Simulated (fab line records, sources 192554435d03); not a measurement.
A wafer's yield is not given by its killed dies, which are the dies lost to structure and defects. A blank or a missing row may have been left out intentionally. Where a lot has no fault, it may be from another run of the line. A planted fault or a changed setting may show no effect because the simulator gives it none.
fab line records	flow n5-finfet
[record] lots = 9	wafers = 25	last-day = 19
route steps=1938 shown HKMG_FIN@412 BEOL_M4@1111 PASSIVATION@1936
lots untouched by any fault: they come from a run of this same line in which no faults occurred
start-h: hours from the record's opening day to when the first of the lot's shown wafers began	wait-h: hours elapsed since this lot's preceding step	" identical to the entry in the row above	L1.1+2: several wafers, shown together as one row	- no value, or no start given	* or withheld: withheld	< > ~ a bound
route shown NAME@n: a module of which the file shows steps, and the number in the route of the first	usual: mean and standard deviation over wafers with no fault	same: alike in all rows	chamber/n: place in a boat	sites: per-site readings	_std_site: how widely they spread, as a standard deviation	_edge_site: the outer-site mean with the inner-site mean subtracted	radius-mm: how far each site lies from the wafer's centre	mask NAME#n: copy n	behind: the tool/chamber that last shaped the wafer	hold: why the lot went on hold/how many hours it stayed there/how the hold came to an end	device: the transistor (n, p or np) that didn't switch	end of line: tests run on the same wafers once the route is complete	a step with no rows: only its recipe	killed: the dies lost at the first sort to structure and to defects; this is not the yield of the wafer	map: shows each die of a wafer: x if killed, . if not, _ if none is there
set.NAME: the setting the step ran with; set.NAME@STEP: the setting that earlier step ran with	model.NAME: the simulator's own value behind a step, which no gauge read
steps of the route over a sample of lots; a table a step, a row a wafer
services: from which hour (start-h, from the record's first day; less than 0 if before it) a tool's chamber was out of use, for how many hours, and why
[[steps]]
[step N5_HKMG_FIN_ALD_79]
[recipe] material = TiN	target-thk-a = 15	temp-c = 400	ald-precursor-family = TiCl4	ald-co-reactant = NH3	pulse-time-s = 1	purge-time-s = 3	co-reactant-purge-time-s = 2	co-reactant-pulse-time-s = 2	ald-cycles = 68	pressure-torr = 3
[usual] heater-power-w = 888/97	precursor-pulse-height-rel = 1.002/0.022
lot.wafer	tool	chamber	start-h	wait-h	heater-power-w	precursor-pulse-height-rel
L101.2	ald-metal-01	2	84.43	0.0	824	1.009
L101.4	"	1	"	"	850	0.981
L101.6	"	2	"	"	828	0.977
L104.1	ald-metal-01	0	97.94	0.0	1083	0.972
L104.3	"	1	"	"	834	1.047
L106.1	ald-metal-01	1	108.67	0.0	870	1.054
L106.2	"	2	"	"	819	0.966
L110.1	ald-metal-02	2	138.09	0.0	821	1.029
L110.3	"	3	"	"	871	0.995
L110.4	"	0	"	"	838	1.001
L111.2	ald-metal-04	0	139.56	0.0	971	1.009
L111.4	"	1	"	"	706	1.005
L111.5	"	0	"	"	969	0.985
L114.1	ald-metal-02	0	161.15	0.0	820	1.029
L114.3	"	2	"	"	823	0.993
L114.4	"	0	"	"	830	1.020
L115.1	ald-metal-01	1	169.60	0.0	850	0.978
L115.3	"	3	"	"	928	0.989
L115.6	"	0	"	"	1073	1.019
L121.1	ald-metal-01	1	199.98	0.0	851	1.034
L121.2	"	0	"	"	1067	1.001
L121.3	"	3	"	"	901	1.020
L123.1	ald-metal-02	1	212.05	0.0	813	0.998
L123.3	"	3	"	"	882	0.995
L123.5	"	0	"	"	824	0.995
[step N5_HKMG_FIN_ETCH_32]
[recipe] chemistry = N2/H2	target = SOC	target-depth-a = 2400	temp-c = 40	time-s = 300	ion-energy-ev = 200	mask-material = SiARC	pressure-mtorr = 30	source-w = 840	bias-w = 150	n2-flow-sccm = 200	h2-flow-sccm = 200
[usual] drypump-motor-current-A = 5.5/0.6	oes-product-au = 0.84/0.078	rf-fwd-power-W = 838.1/2.6	rf-vpp-V = 523.8/2.2	showerhead-plenum-p-Torr = 2.54/0.08	throttle-valve-pct = 17.84/0.25
lot.wafer	tool	chamber	start-h	wait-h	drypump-motor-current-A	oes-product-au	rf-fwd-power-W	rf-hours-counter-h	rf-vpp-V	showerhead-plenum-p-Torr	throttle-valve-pct
L101.2	rie-diel-04	2	86.69	0.0	4.9	0.70	836.3	206	520.2	2.40	17.74
L101.4	"	3	"	"	6.2	0.78	842.7	139	528.5	2.66	17.99
L101.6	"	3	"	"	6.2	0.78	840.3	-	528.2	2.66	18.00
L104.1	rie-diel-03	1	99.90	0.0	4.7	0.89	837.1	27	522.1	2.49	18.10
L104.3	"	2	"	"	5.1	0.90	842.6	29	522.0	2.51	17.98
L106.1	rie-diel-03	1	111.25	0.0	4.7	0.88	836.0	32	522.3	2.49	18.12
L106.2	"	3	"	"	5.1	0.95	837.6	5	521.8	2.49	17.46
L110.1	rie-diel-03	3	140.21	0.0	5.1	0.61	334.2	16	702.5	2.48	17.45
L110.3	"	1	"	"	4.7	0.57	334.2	43	702.4	2.49	18.08
L110.4	"	3	"	"	5.1	0.61	334.4	-	701.7	2.48	17.46
L111.2	rie-diel-03	1	141.73	0.0	4.7	0.58	334.7	44	701.4	2.49	18.07
L111.4	"	1	"	"	4.7	0.58	332.6	-	702.4	2.49	18.06
L111.5	"	3	"	"	5.1	0.61	338.8	-	702.7	2.48	17.46
L114.1	rie-diel-05	0	164.03	0.0	5.1	0.88	837.5	38	525.5	2.60	17.74
L114.3	"	1	"	"	5.5	0.74	836.8	177	526.6	2.64	18.12
L114.4	"	2	"	"	6.6	0.86	838.1	47	524.6	2.59	17.62
L115.1	rie-diel-05	2	171.77	0.0	6.6	0.86	834.7	50	524.3	2.59	17.61
L115.3	"	1	"	"	5.5	0.74	837.4	180	525.4	2.64	18.12
L115.6	"	2	"	"	6.6	0.86	839.9	-	525.7	2.59	17.63
L121.1	rie-diel-05	0	201.95	0.0	5.1	0.86	837.7	52	525.3	2.60	17.77
L121.2	"	1	"	"	5.5	0.73	831.1	192	525.4	2.63	18.15
L121.3	"	3	"	"	5.7	0.84	836.0	66	522.7	2.47	17.61
L123.1	rie-diel-04	0	214.26	0.0	6.2	0.71	834.7	201	523.5	2.52	18.18
L123.3	"	1	"	"	6.3	0.89	835.9	27	524.8	2.60	17.40
L123.5	"	0	"	"	6.2	0.70	837.8	-	522.8	2.52	18.19
[step N5_HKMG_FIN_ETCH_35]
[recipe] chemistry = N2/H2	target = SOC	target-depth-a = 2158	ion-energy-ev = 65	bias-w = 5	source-w = 3000	time-s = 243.4	pressure-mtorr = 30	n2-flow-sccm = 200	h2-flow-sccm = 200
[usual] drypump-motor-current-A = 5.5/0.6	oes-product-au = 0.84/0.078	rf-fwd-power-W = 2991/9.9	rf-vpp-V = 141.5/0.96	showerhead-plenum-p-Torr = 2.54/0.08	throttle-valve-pct = 17.85/0.25
lot.wafer	tool	chamber	start-h	wait-h	drypump-motor-current-A	oes-product-au	rf-fwd-power-W	rf-hours-counter-h	rf-vpp-V	showerhead-plenum-p-Torr	throttle-valve-pct
L101.2	rie-diel-04	2	86.90	0.0	4.9	0.71	2981	206	142.4	2.40	17.74
L101.4	"	3	"	"	6.2	0.79	2986	139	143.4	2.66	18.00
L101.6	"	3	"	"	6.2	0.78	2998	-	143.5	2.66	18.02
L104.1	rie-diel-03	1	100.11	0.0	4.7	0.90	2996	27	141.1	2.49	18.11
L104.3	"	2	"	"	5.1	0.90	2998	30	141.4	2.51	17.97
L106.1	rie-diel-03	1	111.46	0.0	4.7	0.89	3001	32	141.3	2.49	18.11
L106.2	"	3	"	"	5.1	0.95	2997	5	141.6	2.49	17.48
L110.1	rie-diel-03	3	140.42	0.0	5.1	0.91	2988	16	142.1	2.48	17.51
L110.3	"	1	"	"	4.7	0.86	2998	43	139.9	2.49	18.11
L110.4	"	3	"	"	5.1	0.90	2989	-	141.6	2.48	17.51
L111.2	rie-diel-03	1	141.94	0.0	4.7	0.87	2982	44	140.7	2.49	18.12
L111.4	"	1	"	"	4.7	0.87	2996	-	141.7	2.49	18.14
L111.5	"	3	"	"	5.1	0.92	3013	-	140.0	2.48	17.50
L114.1	rie-diel-05	0	164.24	0.0	5.1	0.88	2991	38	142.3	2.60	17.75
L114.3	"	1	"	"	5.5	0.74	2994	177	142.8	2.64	18.13
L114.4	"	2	"	"	6.6	0.87	2993	47	141.0	2.59	17.62
L115.1	rie-diel-05	2	171.98	0.0	6.6	0.87	2992	50	141.6	2.59	17.62
L115.3	"	1	"	"	5.5	0.73	2983	180	143.5	2.64	18.13
L115.6	"	2	"	"	6.6	0.87	2983	-	142.6	2.59	17.64
L121.1	rie-diel-05	0	202.16	0.0	5.1	0.86	2982	52	143.1	2.60	17.75
L121.2	"	1	"	"	5.5	0.73	3004	192	141.9	2.63	18.15
L121.3	"	3	"	"	5.7	0.83	2998	66	140.8	2.47	17.61
L123.1	rie-diel-04	0	214.47	0.0	6.2	0.71	2989	201	141.7	2.52	18.21
L123.3	"	1	"	"	6.3	0.90	3001	27	142.4	2.60	17.40
L123.5	"	0	"	"	6.2	0.71	2979	-	141.1	2.51	18.19
[step N5_HKMG_FIN_ETCH_86]
[recipe] chemistry = N2/H2	target = SOC	target-depth-a = 3932	stop-on = TiN	ion-energy-ev = 100	bias-w = 61	pressure-mtorr = 30	source-w = 850	n2-flow-sccm = 200	h2-flow-sccm = 200
[usual] drypump-motor-current-A = 5.6/0.61	oes-product-au = 0.80/0.08	rf-fwd-power-W = 844/3.8	rf-vpp-V = 240.7/1.3	showerhead-plenum-p-Torr = 2.54/0.086	throttle-valve-pct = 17.83/0.25
lot.wafer	tool	chamber	start-h	wait-h	drypump-motor-current-A	oes-product-au	rf-fwd-power-W	rf-hours-counter-h	rf-vpp-V	showerhead-plenum-p-Torr	throttle-valve-pct
L101.2	rie-diel-04	1	87.91	-	6.3	0.69	842	237	241.7	2.62	17.68
L101.4	"	3	"	"	6.2	0.78	847	139	243.5	2.66	17.99
L101.6	"	1	"	"	6.3	0.70	844	-	242.7	2.62	17.71
L104.1	rie-diel-03	1	101.15	-	4.7	0.88	838	27	240.2	2.49	18.07
L104.3	"	0	"	"	5.7	0.67	846	237	239.0	2.41	18.15
L106.1	rie-diel-03	0	112.51	-	5.7	0.67	842	242	238.6	2.40	18.16
L106.2	"	1	"	"	4.7	0.87	841	32	240.7	2.49	18.08
L110.1	rie-diel-03	3	141.44	-	5.1	0.90	848	17	241.0	2.48	17.48
L110.3	"	2	"	"	5.1	0.84	846	46	239.6	2.50	17.97
L110.4	"	3	"	"	5.1	0.89	846	-	240.3	2.48	17.46
L111.2	rie-diel-03	3	142.99	-	5.1	0.89	842	18	240.4	2.48	17.47
L111.4	"	2	"	"	5.1	0.85	851	-	239.0	2.50	17.97
L111.5	"	3	"	"	5.1	0.90	839	-	240.6	2.48	17.46
L114.1	rie-diel-05	0	165.29	-	5.1	0.87	837	38	242.4	2.60	17.72
L114.3	"	1	"	"	5.5	0.73	846	177	242.1	2.64	18.09
L114.4	"	3	"	"	5.7	0.83	845	52	239.6	2.48	17.55
L115.1	rie-diel-04	1	173.00	-	6.3	0.92	848	10	240.8	2.61	17.36
L115.3	"	2	"	"	4.9	0.68	839	242	240.2	2.39	17.76
L115.6	"	0	"	"	6.2	0.72	841	-	240.5	2.52	18.15
L121.1	rie-diel-03	3	203.18	-	5.1	0.86	840	39	240.7	2.47	17.51
L121.2	"	0	"	"	5.7	0.93	844	14	242.1	2.71	17.73
L121.3	"	2	"	"	5.1	0.82	847	69	240.5	2.49	18.01
L123.1	rie-diel-05	2	215.48	-	6.6	0.81	843	66	240.1	2.58	17.63
L123.3	"	1	"	"	5.5	0.72	849	196	242.7	2.63	18.11
L123.5	"	3	"	"	5.7	0.82	849	-	237.5	2.47	17.58
[step N5_BEOL_M4_RC_MEAS_101]
[usual] DIBL_N = 36.4/1.9	DIBL_P = 35.8/2.1	IOFF_N = 0.158/0.029	IOFF_P = 0.21/0.035	ION_N = 676/14	ION_P = 465/9.7	SS_N = 71.5/0.66	SS_P = 73.4/0.7	VT_N = 249.8/3	VT_P = -250/3.3
lot.wafer	tool	chamber	start-h	wait-h	DIBL_N[mV/V]	DIBL_P[mV/V]	IOFF_N[nA/um]	IOFF_P[nA/um]	ION_N[uA/um]	ION_P[uA/um]	SS_N[mV/dec]	SS_P[mV/dec]	VT_N[mV]	VT_P[mV]
L101.2	prober-01	0	203.42	0.7	34.4	34.7	0.131	0.20	649	451	71.3	73.2	250.7	-249
L101.4	"	0	"	"	33.5	33.8	0.116	0.19	652	456	70.9	73.1	254.2	-249
L101.6	"	0	"	"	34.8	35.7	0.143	0.22	674	473	71.7	73.1	250.6	-248
L104.1	prober-02	0	211.23	0.3	38.7	39.5	0.200	0.23	693	465	72.1	74.2	246.4	-250
L104.3	"	0	"	"	37.0	37.7	0.170	0.21	694	473	71.2	73.7	248.1	-253
L106.1	prober-02	0	233.13	0.0	37.6	35.5	0.155	0.22	688	474	70.3	73.1	249.2	-248
L106.2	"	0	"	"	38.4	36.2	0.171	0.22	690	471	71.1	73.4	250.3	-246
L110.1	prober-01	0	251.12	0.0	37.8	36.9	0.182	0.23	700	476	72.1	74.9	248.2	-247
L110.3	"	0	"	"	34.9	32.9	0.128	0.16	675	465	71.0	72.7	252.3	-255
L110.4	"	0	"	"	35.2	33.9	0.140	0.19	663	458	71.0	73.7	253.5	-253
L111.2	prober-01	0	261.57	0.2	38.9	37.3	0.190	0.27	707	484	71.1	73.9	243.9	-243
L111.4	"	0	"	"	38.0	35.8	0.161	0.22	687	470	71.3	73.3	248.4	-249
L111.5	"	0	"	"	41.7	40.5	0.228	0.31	708	482	72.0	74.9	242.3	-244
L114.1	prober-01	0	282.14	0.0	36.4	36.5	0.190	0.23	687	469	71.2	73.5	245.3	-252
L114.3	"	0	"	"	36.7	37.1	0.190	0.23	686	462	71.8	73.0	244.6	-249
L114.4	"	0	"	"	36.3	34.9	0.168	0.19	662	455	71.9	72.3	247.2	-251
L115.1	prober-02	0	282.74	0.0	35.6	34.7	0.148	0.19	680	468	71.1	72.9	250.3	-252
L115.3	"	0	"	"	36.3	35.7	0.159	0.20	682	463	71.1	73.4	249.3	-249
L115.6	"	0	"	"	34.5	33.4	0.129	0.17	666	455	71.4	72.7	252.4	-252
L121.1	prober-01	0	329.04	0.0	36.4	37.0	0.159	0.23	691	473	70.7	73.3	250.1	-250
L121.2	"	0	"	"	37.4	37.0	0.168	0.22	676	466	71.6	73.9	248.1	-250
L121.3	"	0	"	"	35.7	35.5	0.139	0.21	679	472	71.5	73.3	253.4	-250
L123.1	prober-01	0	346.11	0.0	33.6	33.7	0.126	0.18	668	463	72.0	72.9	252.8	-250
L123.3	"	0	"	"	31.6	31.8	0.110	0.16	667	462	70.6	72.2	253.3	-254
L123.5	"	0	"	"	30.2	30.0	0.091	0.14	652	455	70.8	71.9	257.4	-254
[step N5_PASSIVATION_PROBE_49]
[usual] defect-limited-yield = 91.3/1.3	killed_at_M0_to_M3 = 34/9.1	killed_at_M4_up = 14/5.6	killed-at-contacts = 13/5.9	killed-at-front-end = 39/11	killed-at-other = 3.6/3	killed-dies = 102/16	killed-open = 68/12	killed-short = 33/7.3	sort_bin_5_function = 5.2/0.89	sort_bin_6_memory = 3.2/0.68	sort_bin_8_speed = 0.00/0.027	sort-n-pass = 1078/16	sort-yield-pct = 91.3/1.3
[same] gross-dies = 1180	killed-at-back-side = 0	sort_bin_4_leakage[%] = 0
lot.wafer	tool	chamber	start-h	wait-h	defect-limited-yield[%]	killed_at_M0_to_M3	killed_at_M4_up	killed-at-contacts	killed-at-front-end	killed-at-other	killed-dies	killed-open	killed-short	sort_bin_5_function[%]	sort_bin_6_memory[%]	sort_bin_8_speed[%]	sort-n-pass	sort-yield-pct[%]
L101.2	prober-02	-	304.23	0.1	90.0	35	16	19	40	8	118	77	38	5.4	4.3	0.08	1061	89.9
L101.4	prober-02	-	304.33	0.2	89.2	46	8	28	39	7	128	90	36	6.6	3.8	0	1052	89.2
L101.6	prober-02	-	304.43	0.3	89.2	42	14	17	49	5	127	93	34	6.9	3.7	0	1053	89.2
L104.1	prober-02	-	319.29	0.0	90.3	44	18	6	46	1	115	68	45	6.1	2.8	0	1065	90.3
L104.3	prober-02	-	319.39	0.1	91.5	25	7	1	60	7	100	61	38	4.8	3.2	0	1080	91.5
L106.1	prober-01	-	341.74	0.0	87.8	49	10	12	70	3	144	99	44	7.8	4.3	0	1036	87.8
L106.2	prober-01	-	341.79	0.1	88.6	50	13	18	52	2	135	89	44	6.6	4.4	0	1045	88.6
L111.2	prober-01	-	368.37	0.1	91.1	29	18	15	42	1	105	67	36	6.1	2.5	0	1075	91.1
L111.4	prober-01	-	368.47	0.2	89.2	32	34	15	45	2	128	86	33	6.5	3.5	0	1052	89.2
L111.5	prober-01	-	368.52	0.2	90.1	25	28	27	34	3	117	87	29	6.0	3.6	0	1063	90.1
L115.1	prober-02	-	385.13	0.0	92.4	24	6	13	47	0	90	66	21	5.1	2.5	0	1090	92.4
L115.3	prober-02	-	385.23	0.1	92.2	24	6	22	34	6	92	61	30	4.0	3.6	0	1088	92.2
L115.6	prober-02	-	385.38	0.3	90.5	36	9	9	56	2	112	77	34	6.0	3.3	0	1068	90.5
L114.1	prober-01	-	397.93	0.0	90.7	53	21	4	30	2	110	70	39	5.4	3.4	0	1070	90.7
L114.3	prober-01	-	398.03	0.1	90.1	57	15	14	31	0	117	85	31	5.5	4.0	0	1063	90.1
L114.4	prober-01	-	398.08	0.2	90.7	42	18	12	29	9	110	79	28	5.8	3.1	0	1070	90.7
L121.1	prober-02	-	436.19	0.0	93.1	20	21	10	31	0	82	55	26	4.0	2.6	0	1098	93.1
L121.2	prober-02	-	436.24	0.1	92.9	25	20	14	21	4	84	57	25	3.6	3.3	0	1096	92.9
L121.3	prober-02	-	436.29	0.1	92.0	22	23	20	27	2	94	63	25	4.7	2.5	0	1086	92.0
L123.1	prober-02	-	462.47	0.0	91.9	22	8	19	45	2	96	48	41	4.7	2.5	0	1084	91.9
L123.3	prober-02	-	462.57	0.1	94.3	24	6	9	27	1	67	40	24	3.4	2.0	0	1113	94.3
L123.5	prober-02	-	462.67	0.2	92.4	35	14	15	26	0	90	65	21	4.6	3.1	0	1090	92.4
// killed by level:class
L101.2 MOL_CONTACT_COAG:geometric-particle:open=12 STI_FIN_REVEAL:geometric-particle:open=9 BEOL_M3:geometric-particle:open=8 MOL_CONTACT_COAG:geometric-particle:short=7 DUMMY_GATE:geometric-particle:open=6 BEOL_M1:geometric-particle:open=6 FIN_SAQP:geometric-particle:short=5 BEOL_M0_SAQP:geometric-particle:open=5
L101.4 MOL_CONTACT_COAG:geometric-particle:open=25 BEOL_M0_SAQP:geometric-particle:open=12 BEOL_M1:geometric-particle:open=8 BEOL_M0_SAQP:geometric-particle:short=7 BEOL_M2:geometric-particle:open=7 BEOL_M3:geometric-particle:open=6 FIN_SAQP:geometric-particle:open=5 STARTING-WAFER:geometric-particle:open=4
L101.6 STI_FIN_REVEAL:geometric-particle:open=20 BEOL_M3:geometric-particle:open=15 MOL_CONTACT_COAG:geometric-particle:open=15 FIN_SAQP:geometric-particle:open=7 BEOL_M0_SAQP:geometric-particle:open=7 BEOL_M4:geometric-particle:open=7 DUMMY_GATE:geometric-particle:open=6 BEOL_M0_SAQP:geometric-particle:short=5
L104.1 FIN_SAQP:geometric-particle:short=14 BEOL_M0_SAQP:geometric-particle:short=14 BEOL_M0_SAQP:geometric-particle:open=13 FIN_SAQP:geometric-particle:open=8 BEOL_M4:geometric-particle:open=8 BEOL_M1:geometric-particle:open=6 STI_FIN_REVEAL:geometric-particle:open=5 GATE_CUT:geometric-particle:open=5
L104.3 STI_FIN_REVEAL:geometric-particle:open=14 FIN_SAQP:geometric-particle:short=13 BEOL_M1:geometric-particle:open=7 ILD0:geometric-particle:short=6 FIN_SAQP:geometric-particle:open=4 STI_FIN_REVEAL:geometric-particle:short=4 GATE_CUT:geometric-particle:short=4 BEOL_M0_SAQP:geometric-particle:short=4
L106.1 STI_FIN_REVEAL:geometric-particle:open=20 FIN_SAQP:geometric-particle:open=18 BEOL_M0_SAQP:geometric-particle:open=16 BEOL_M0_SAQP:geometric-particle:short=11 BEOL_M2:geometric-particle:open=11 MOL_CONTACT_COAG:geometric-particle:open=10 FIN_SAQP:geometric-particle:short=9 BEOL_M4:geometric-particle:open=5
L106.2 MOL_CONTACT_COAG:geometric-particle:open=16 FIN_SAQP:geometric-particle:open=14 BEOL_M0_SAQP:geometric-particle:open=12 BEOL_M3:geometric-particle:open=11 FIN_SAQP:geometric-particle:short=8 BEOL_M2:geometric-particle:open=8 GATE_CUT:geometric-particle:short=7 BEOL_M0_SAQP:geometric-particle:short=7
L111.2 FIN_SAQP:geometric-particle:open=14 MOL_CONTACT_COAG:geometric-particle:open=8 BEOL_M3:geometric-particle:open=7 MOL_CONTACT_COAG:geometric-particle:short=7 BEOL_M4:geometric-particle:open=7 FIN_SAQP:geometric-particle:short=6 STI_FIN_REVEAL:geometric-particle:open=5 BEOL_M2:geometric-particle:open=5
L111.4 BEOL_M4:geometric-particle:open=21 MOL_CONTACT_COAG:geometric-particle:open=13 BEOL_M0_SAQP:geometric-particle:short=10 FIN_SAQP:geometric-particle:open=9 STI_FIN_REVEAL:geometric-particle:open=9 HKMG_FIN:area-etch=8 BEOL_M4:geometric-particle:short=7 BEOL_M3:geometric-particle:open=6
L111.5 MOL_CONTACT_COAG:geometric-particle:open=22 BEOL_M4:geometric-particle:open=19 FIN_SAQP:geometric-particle:open=12 FIN_SAQP:geometric-particle:short=10 BEOL_M0_SAQP:geometric-particle:open=6 BEOL_M2:geometric-particle:open=6 STI_FIN_REVEAL:geometric-particle:open=5 MOL_CONTACT_COAG:geometric-particle:short=5
L115.1 STI_FIN_REVEAL:geometric-particle:open=13 FIN_SAQP:geometric-particle:open=10 MOL_CONTACT_COAG:geometric-particle:open=7 BEOL_M3:geometric-particle:open=7 MOL_CONTACT_COAG:geometric-particle:short=6 BEOL_M2:geometric-particle:open=6 STARTING-WAFER:geometric-particle:open=6 BEOL_M1:geometric-particle:open=5
L115.3 MOL_CONTACT_COAG:geometric-particle:open=20 STI_FIN_REVEAL:geometric-particle:open=9 GATE_CUT:geometric-particle:short=6 BEOL_M0_SAQP:geometric-particle:open=5 STI_FIN_REVEAL:geometric-particle:short=4 GATE_CUT:geometric-particle:open=4 BEOL_M2:geometric-particle:open=4 BEOL_M0_SAQP:geometric-particle:short=4
L115.6 STI_FIN_REVEAL:geometric-particle:open=16 FIN_SAQP:geometric-particle:open=14 BEOL_M0_SAQP:geometric-particle:short=10 FIN_SAQP:geometric-particle:short=8 BEOL_M0_SAQP:geometric-particle:open=8 MOL_CONTACT_COAG:geometric-particle:open=7 BEOL_M1:geometric-particle:open=6 GATE_CUT:geometric-particle:short=5
L114.1 BEOL_M0_SAQP:geometric-particle:open=17 BEOL_M0_SAQP:geometric-particle:short=14 BEOL_M4:geometric-particle:open=13 FIN_SAQP:geometric-particle:open=6 FIN_SAQP:geometric-particle:short=6 BEOL_M2:geometric-particle:open=6 BEOL_M1:geometric-particle:open=4 BEOL_M2:geometric-particle:short=4
L114.3 BEOL_M0_SAQP:geometric-particle:open=23 BEOL_M2:geometric-particle:open=12 MOL_CONTACT_COAG:geometric-particle:open=11 BEOL_M4:geometric-particle:open=9 BEOL_M0_SAQP:geometric-particle:short=8 STI_FIN_REVEAL:geometric-particle:open=7 BEOL_M3:geometric-particle:open=6 DUMMY_GATE:geometric-particle:open=5
L114.4 BEOL_M0_SAQP:geometric-particle:open=14 MOL_CONTACT_COAG:geometric-particle:open=12 BEOL_M4:geometric-particle:open=11 BEOL_M2:geometric-particle:open=8 BEOL_M3:geometric-particle:open=6 STI_FIN_REVEAL:geometric-particle:open=4 BEOL_M0_SAQP:geometric-particle:short=4 FIN_SAQP:geometric-particle:open=3
L121.1 FIN_SAQP:geometric-particle:short=9 MOL_CONTACT_COAG:geometric-particle:open=9 BEOL_M4:geometric-particle:open=9 FIN_SAQP:geometric-particle:open=6 BEOL_M0_SAQP:geometric-particle:open=5 STI_FIN_REVEAL:geometric-particle:open=4 BEOL_M3:geometric-particle:open=4 BEOL_M0_SAQP:geometric-particle:short=3
L121.2 BEOL_M3:geometric-particle:open=10 MOL_CONTACT_COAG:geometric-particle:open=9 BEOL_M4:geometric-particle:open=9 BEOL_M2:geometric-particle:open=6 FIN_SAQP:geometric-particle:short=5 MOL_CONTACT_COAG:geometric-particle:short=5 FIN_SAQP:geometric-particle:open=4 BEOL_M7:geometric-particle:open=4
L121.3 MOL_CONTACT_COAG:geometric-particle:open=15 BEOL_M4:geometric-particle:open=10 STI_FIN_REVEAL:geometric-particle:open=6 BEOL_M3:geometric-particle:short=6 FIN_SAQP:geometric-particle:open=5 MOL_CONTACT_COAG:geometric-particle:short=5 BEOL_M5:geometric-particle:open=5 HKMG_FIN:area-etch=5
L123.1 FIN_SAQP:geometric-particle:short=13 MOL_CONTACT_COAG:geometric-particle:open=13 BEOL_M3:geometric-particle:open=10 FIN_SAQP:geometric-particle:open=7 MOL_CONTACT_COAG:geometric-particle:short=6 HKMG_FIN:area-etch=5 BEOL_M2:geometric-particle:short=4 DUMMY_GATE:geometric-particle:open=3
L123.3 BEOL_M3:geometric-particle:open=12 STI_FIN_REVEAL:geometric-particle:open=5 MOL_CONTACT_COAG:geometric-particle:open=5 DUMMY_GATE:geometric-particle:open=4 MOL_CONTACT_COAG:geometric-particle:short=4 ILD0:geometric-particle:short=3 BEOL_M3:geometric-particle:short=3 STARTING-WAFER:geometric-particle:short=3
L123.5 MOL_CONTACT_COAG:geometric-particle:open=12 BEOL_M3:geometric-particle:open=10 BEOL_M2:geometric-particle:open=7 STI_FIN_REVEAL:geometric-particle:open=6 BEOL_M0_SAQP:geometric-particle:short=6 DUMMY_GATE:geometric-particle:open=5 BEOL_M0_SAQP:geometric-particle:open=4 BEOL_M6:geometric-particle:open=4
[[services]]
tool	chamber	start-h	hours	kind
rie-diel-03	3	69.61	-	clean
rie-diel-03	3	69.61	-	consumable-replace:focus-ring
rie-diel-03	3	69.61	30.0	scheduled-down
rie-diel-03	3	69.61	30.0	vent-cycle
ald-metal-01	1	89.73	3.6	repair
rie-diel-04	1	120.51	-	clean
rie-diel-04	1	120.51	-	consumable-replace:focus-ring
rie-diel-04	1	120.51	22.1	scheduled-down
rie-diel-04	1	120.51	22.1	vent-cycle
rie-diel-03	0	134.87	-	clean
rie-diel-03	0	134.87	-	consumable-replace:focus-ring
rie-diel-03	0	134.87	-	consumable-replace:showerhead
rie-diel-03	0	134.87	27.9	scheduled-down
rie-diel-03	0	134.87	27.9	vent-cycle
rie-diel-04	0	147.84	10.7	repair
rie-diel-04	2	196.02	-	clean
rie-diel-04	2	196.02	-	consumable-replace:focus-ring
rie-diel-04	2	196.02	-	consumable-replace:showerhead
rie-diel-04	2	196.02	23.0	scheduled-down
rie-diel-04	2	196.02	23.0	vent-cycle
ald-metal-02	-	215.29	2.8	pm
[[key]]
[first-sign] step = N5_HKMG_FIN_ETCH_32	reading = rf-fwd-power-W	direction = down	sigmas = 99+	usual = *	struck = *
[effect] step = N5_HKMG_FIN_ETCH_32	reading = rf-vpp-V	direction = up	sigmas = 80	usual = 523.8	struck = 702.2
met-at N5_HKMG_FIN_ETCH_32
struck-lots L110,L111
rows-end L110.1,L110.3,L110.4
not-acting-at N5_HKMG_FIN_ALD_79,N5_HKMG_FIN_ETCH_35,N5_HKMG_FIN_ETCH_86
onset-between 111.25 140.21
[fault] kind = process-parameter-drift	tool = rie-diel-03	chamber = -	onset-h = 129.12	steps = N5_HKMG_FIN_ETCH_32	channel = source-w	offset = -504	shape = step	end-h = 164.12	acts-in = these-recipes-only	stated = 840
// rows-end: these wafers met a further fault down the route, and their rows from its step on are left out
